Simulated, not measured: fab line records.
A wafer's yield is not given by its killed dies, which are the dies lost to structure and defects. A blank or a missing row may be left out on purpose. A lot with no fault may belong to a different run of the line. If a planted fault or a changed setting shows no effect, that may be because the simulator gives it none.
Chamber matching | flow n5 finfet | 4 sister chambers for N5_FIN_SAQP_STRIP_77 on rie diel-02
The step strips in N2/H2, time 90 s. 4 wafers are shown with their chamber, then 12 later ones without.

== WAFERS WITH THEIR CHAMBER ==
wafer  | chamber | showerhead plenum p Torr (Torr)
L090.6 | 3       | 3.41
L092.4 | 0       | 3.41
L092.5 | 2       | 3.45
L092.6 | 1       | 3.22

== WAFERS WHOSE CHAMBER IS MISSING ==
wafer  | showerhead plenum p Torr (Torr)
L093.2 | 3.45
L093.3 | 3.41
L093.4 | 3.22
L094.1 | 3.40
L094.4 | 3.45
L094.5 | 3.40
L095.2 | 3.40
L095.4 | 3.40
L095.6 | 3.21
L096.1 | 3.45
L096.5 | 3.21
L096.6 | 3.40

== EACH ONE'S CHAMBER ==
wafer  | from the rows above     | in truth
L093.2 | 2                       | 2
L093.3 | can't be placed: 0 or 3 | 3
L093.4 | 1                       | 1
L094.1 | can't be placed: 0 or 3 | 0
L094.4 | 2                       | 2
L094.5 | can't be placed: 0 or 3 | 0
L095.2 | can't be placed: 0 or 3 | 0
L095.4 | can't be placed: 0 or 3 | 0
L095.6 | 1                       | 1
L096.1 | 2                       | 2
L096.5 | 1                       | 1
L096.6 | can't be placed: 0 or 3 | 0
Correct placement for 6 of the 12. From these rows, 6 cannot be placed; in 6 the true chamber is one of the candidates. Wrongly placed: 0.
How it was worked out, from the rows above alone: a wafer's distance from a chamber is the root of the sum, over the readings, of the square of ((its reading less the chamber's mean) divided by the reading's scatter). The wafer belongs to the nearest chamber; if the next one is less than 2 further off, it can't be placed. For every chamber, the mean is computed from those of its wafers that are shown. The scatter (one wafer shown for each chamber): square how far every hidden wafer sits from the nearest shown wafer, average those squares and take the square root.
